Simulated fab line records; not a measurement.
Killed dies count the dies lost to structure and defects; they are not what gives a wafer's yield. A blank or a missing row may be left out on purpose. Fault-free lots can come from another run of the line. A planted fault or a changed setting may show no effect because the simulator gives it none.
Which tool did it? / flow nand harc / Sampling: 13 lots, 37 wafers, 5 of 1302 route steps

## WHAT THE GAUGES SHOWED, per wafer
NHARC_END_SORT_01. Usual: killed at array 54, standard deviation 18; killed at other 0.9, standard deviation 1.2; killed at periphery 4.4, standard deviation 2.9; killed dies 59, standard deviation 18; killed open 3.2, standard deviation 1.8; killed short 2.6, standard deviation 1.8.
lot=L680; measured=day 32 17:38; on=prober-01; killed at array=670; killed at other=0; killed at periphery=7; killed dies=677; killed open=2; killed short=9; flag=OFF

## TOOL THAT RAN EACH LOT (tool first, then ch and the chambers of the sampled wafers, then the start)
lot=L664; NHARC_A_SLIT_DEP_00=acl dep-02 ch 0, day 21 09:50; NHARC_THIN_TSV_PVD_19=pvd sputter-03, day 25 15:28 or earlier; NHARC_THIN_TSV_PVD_51=pvd sputter-03, day 25 15:28 or earlier; NHARC_THIN_TSV_CMP_21=cmp-04 ch 1,2, day 25 15:28
lot=L669; NHARC_A_SLIT_DEP_00=acl dep-02 ch 0, day 23 14:32; NHARC_THIN_TSV_PVD_19=pvd sputter-03, day 28 02:25 or earlier; NHARC_THIN_TSV_PVD_51=pvd sputter-03, day 28 02:25 or earlier; NHARC_THIN_TSV_CMP_21=cmp-04 ch 1,2,3, day 28 02:25
lot=L668; NHARC_A_SLIT_DEP_00=acl dep-01 ch 0, day 23 14:44; NHARC_THIN_TSV_PVD_19=pvd sputter-03, day 28 12:14 or earlier; NHARC_THIN_TSV_PVD_51=pvd sputter-03, day 28 12:14 or earlier; NHARC_THIN_TSV_CMP_21=cmp-02 ch 0,2, day 28 12:14
lot=L665; NHARC_A_SLIT_DEP_00=acl dep-03 ch 0, day 23 17:31; NHARC_THIN_TSV_PVD_19=pvd sputter-02, day 28 13:44 or earlier; NHARC_THIN_TSV_PVD_51=pvd sputter-02, day 28 13:44 or earlier; NHARC_THIN_TSV_CMP_21=cmp-02 ch 2,3, day 28 13:44
lot=L671; NHARC_A_SLIT_DEP_00=acl dep-03 ch 0, day 24 08:24; NHARC_THIN_TSV_PVD_19=pvd sputter-03, day 29 01:59 or earlier; NHARC_THIN_TSV_PVD_51=pvd sputter-03, day 29 01:59 or earlier; NHARC_THIN_TSV_CMP_21=cmp-02 ch 0,3, day 29 01:59
lot=L670; NHARC_A_SLIT_DEP_00=acl dep-03 ch 0, day 24 10:56; NHARC_THIN_TSV_PVD_19=pvd sputter-03, day 30 05:59 or earlier; NHARC_THIN_TSV_PVD_51=pvd sputter-03, day 30 05:59 or earlier; NHARC_THIN_TSV_CMP_21=cmp-01 ch 0,1,3, day 30 05:59
lot=L666; NHARC_A_SLIT_DEP_00=acl dep-02 ch 0, day 25 05:02; NHARC_THIN_TSV_PVD_19=pvd sputter-01, day 30 10:49 or earlier; NHARC_THIN_TSV_PVD_51=pvd sputter-01, day 30 10:49 or earlier; NHARC_THIN_TSV_CMP_21=cmp-04 ch 0,1, day 30 10:49
lot=L672; NHARC_A_SLIT_DEP_00=acl dep-01 ch 0, day 25 06:34; NHARC_THIN_TSV_PVD_19=pvd sputter-03, day 30 05:28 or earlier; NHARC_THIN_TSV_PVD_51=pvd sputter-03, day 30 05:28 or earlier; NHARC_THIN_TSV_CMP_21=cmp-01 ch 2,3, day 30 05:28
lot=L675; NHARC_A_SLIT_DEP_00=acl dep-01 ch 0, day 25 10:22; NHARC_THIN_TSV_PVD_19=pvd sputter-01, day 30 17:38 or earlier; NHARC_THIN_TSV_PVD_51=pvd sputter-01, day 30 17:38 or earlier; NHARC_THIN_TSV_CMP_21=cmp-04 ch 0,3, day 30 17:38
lot=L674; NHARC_A_SLIT_DEP_00=acl dep-01 ch 0, day 25 12:54; NHARC_THIN_TSV_PVD_19=pvd sputter-02, day 30 17:32 or earlier; NHARC_THIN_TSV_PVD_51=pvd sputter-02, day 30 17:32 or earlier; NHARC_THIN_TSV_CMP_21=cmp-01 ch 0,2, day 30 17:32
lot=L680; NHARC_A_SLIT_DEP_00=acl dep-01 ch 0, day 27 17:59; NHARC_THIN_TSV_PVD_19=-; NHARC_THIN_TSV_PVD_51=-; NHARC_THIN_TSV_CMP_21=-
lot=L683; NHARC_A_SLIT_DEP_00=acl dep-02 ch 0, day 29 09:12; NHARC_THIN_TSV_PVD_19=pvd sputter-01, day 33 13:16 or earlier; NHARC_THIN_TSV_PVD_51=pvd sputter-01, day 33 13:16 or earlier; NHARC_THIN_TSV_CMP_21=cmp-01 ch 1,2, day 33 13:16
lot=L684; NHARC_A_SLIT_DEP_00=acl dep-02 ch 0, day 30 18:42; NHARC_THIN_TSV_PVD_19=pvd sputter-03, day 35 07:46 or earlier; NHARC_THIN_TSV_PVD_51=pvd sputter-03, day 35 07:46 or earlier; NHARC_THIN_TSV_CMP_21=cmp-04 ch 1,2,3, day 35 07:46
- NHARC_A_SLIT_DEP_00: deposits aC, target thk 6200 nm.
- NHARC_THIN_TSV_PVD_19: deposits TaN, target thk 20 nm.
- NHARC_THIN_TSV_PVD_51: deposits Cu, target thk 100 nm.
- NHARC_THIN_TSV_CMP_21: polishes, t overpolish 30 s, target thk 2000 nm.

## WHAT THE TOOLS THEMSELVES READ (means of the sampled wafers that have a number; where no wafer has one, the mark that the record gives instead)
NHARC_A_SLIT_DEP_00. Usual: throttle valve pct at 35.000 %, with a standard deviation of 0.008.
lot=L664; tool=acl dep-02; throttle valve pct (%)=34.995; flag=
lot=L669; tool=acl dep-02; throttle valve pct (%)=35.003; flag=
lot=L668; tool=acl dep-01; throttle valve pct (%)=35.005; flag=
lot=L665; tool=acl dep-03; throttle valve pct (%)=35.001; flag=
lot=L671; tool=acl dep-03; throttle valve pct (%)=34.996; flag=
lot=L670; tool=acl dep-03; throttle valve pct (%)=35.002; flag=
lot=L666; tool=acl dep-02; throttle valve pct (%)=34.994; flag=
lot=L672; tool=acl dep-01; throttle valve pct (%)=35.001; flag=
lot=L675; tool=acl dep-01; throttle valve pct (%)=34.995; flag=
lot=L674; tool=acl dep-01; throttle valve pct (%)=34.996; flag=
lot=L680; tool=acl dep-01; throttle valve pct (%)=35.001; flag=
lot=L683; tool=acl dep-02; throttle valve pct (%)=35.002; flag=
lot=L684; tool=acl dep-02; throttle valve pct (%)=34.998; flag=

NHARC_THIN_TSV_PVD_19. Usual: throttle valve pct at 29.7 %, with a standard deviation of 1.3.
lot=L664; tool=pvd sputter-03; throttle valve pct (%)=28.5; flag=
lot=L669; tool=pvd sputter-03; throttle valve pct (%)=29.7; flag=
lot=L668; tool=pvd sputter-03; throttle valve pct (%)=29.2; flag=
lot=L665; tool=pvd sputter-02; throttle valve pct (%)=30.5; flag=
lot=L671; tool=pvd sputter-03; throttle valve pct (%)=29.3; flag=
lot=L670; tool=pvd sputter-03; throttle valve pct (%)=29.7; flag=
lot=L666; tool=pvd sputter-01; throttle valve pct (%)=29.0; flag=
lot=L672; tool=pvd sputter-03; throttle valve pct (%)=29.5; flag=
lot=L675; tool=pvd sputter-01; throttle valve pct (%)=29.4; flag=
lot=L674; tool=pvd sputter-02; throttle valve pct (%)=30.9; flag=
lot=L683; tool=pvd sputter-01; throttle valve pct (%)=28.4; flag=
lot=L684; tool=pvd sputter-03; throttle valve pct (%)=28.9; flag=

NHARC_THIN_TSV_PVD_51. Usual: throttle valve pct at 29.8 %, with a standard deviation of 1.4.
lot=L664; tool=pvd sputter-03; throttle valve pct (%)=29.2; flag=
lot=L669; tool=pvd sputter-03; throttle valve pct (%)=29.1; flag=
lot=L668; tool=pvd sputter-03; throttle valve pct (%)=30.2; flag=
lot=L665; tool=pvd sputter-02; throttle valve pct (%)=30.8; flag=
lot=L671; tool=pvd sputter-03; throttle valve pct (%)=29.3; flag=
lot=L670; tool=pvd sputter-03; throttle valve pct (%)=30.3; flag=
lot=L666; tool=pvd sputter-01; throttle valve pct (%)=30.7; flag=
lot=L672; tool=pvd sputter-03; throttle valve pct (%)=30.2; flag=
lot=L675; tool=pvd sputter-01; throttle valve pct (%)=28.1; flag=
lot=L674; tool=pvd sputter-02; throttle valve pct (%)=30.3; flag=
lot=L683; tool=pvd sputter-01; throttle valve pct (%)=29.8; flag=
lot=L684; tool=pvd sputter-03; throttle valve pct (%)=30.0; flag=

NHARC_THIN_TSV_CMP_21. Usual: motor current A 12.2 A, standard deviation 1.3; overpolish run s 30.001 s, standard deviation 0.0086.
lot=L664; tool=cmp-04; motor current A (A)=11.9; overpolish run s (s)=30.006; flag=
lot=L669; tool=cmp-04; motor current A (A)=12.0; overpolish run s (s)=30.009; flag=
lot=L668; tool=cmp-02; motor current A (A)=11.3; overpolish run s (s)=29.998; flag=
lot=L665; tool=cmp-02; motor current A (A)=13.3; overpolish run s (s)=29.997; flag=
lot=L671; tool=cmp-02; motor current A (A)=11.3; overpolish run s (s)=30.004; flag=
lot=L670; tool=cmp-01; motor current A (A)=12.5; overpolish run s (s)=30.000; flag=
lot=L666; tool=cmp-04; motor current A (A)=11.0; overpolish run s (s)=30.009; flag=
lot=L672; tool=cmp-01; motor current A (A)=14.6; overpolish run s (s)=30.002; flag=
lot=L675; tool=cmp-04; motor current A (A)=12.6; overpolish run s (s)=30.003; flag=
lot=L674; tool=cmp-01; motor current A (A)=12.7; overpolish run s (s)=30.004; flag=
lot=L683; tool=cmp-01; motor current A (A)=13.6; overpolish run s (s)=30.000; flag=
lot=L684; tool=cmp-04; motor current A (A)=12.4; overpolish run s (s)=30.000; flag=

## THE ANSWER, worked out from the rows above alone
Rule: lot off if the mean of its wafers having a number is beyond 3 standard deviations from the usual mean. Also off: a lot with no number at a reading for which 4 or more lots have one. Any other lot the step has rows for is counted as sound. After the gauges, taken in route order, come the tools' own readings; for these a lot's mean is taken, as printed above. The first step at which some lot is off is used, and at that step the reading that is off furthest; a lot without a number counts as furthest.
Off: L680 (NHARC_END_SORT_01, killed dies). Neither off nor sound, because the step has no rows for them: L664, L669, L668, L665, L671, L670, L666, L672, L675, L674, L683, L684.
If a tool, at a process step before that reading, ran all the lots that are off and no sound lot after the first of them, it fits. The gauges at NHARC_END_SORT_01 are tried like those tools. This does not decide it: 2 tools fit, namely acl dep-01 at NHARC_A_SLIT_DEP_00 and prober-01 at NHARC_END_SORT_01.

## WHAT THE SIMULATOR HAD PUT IN
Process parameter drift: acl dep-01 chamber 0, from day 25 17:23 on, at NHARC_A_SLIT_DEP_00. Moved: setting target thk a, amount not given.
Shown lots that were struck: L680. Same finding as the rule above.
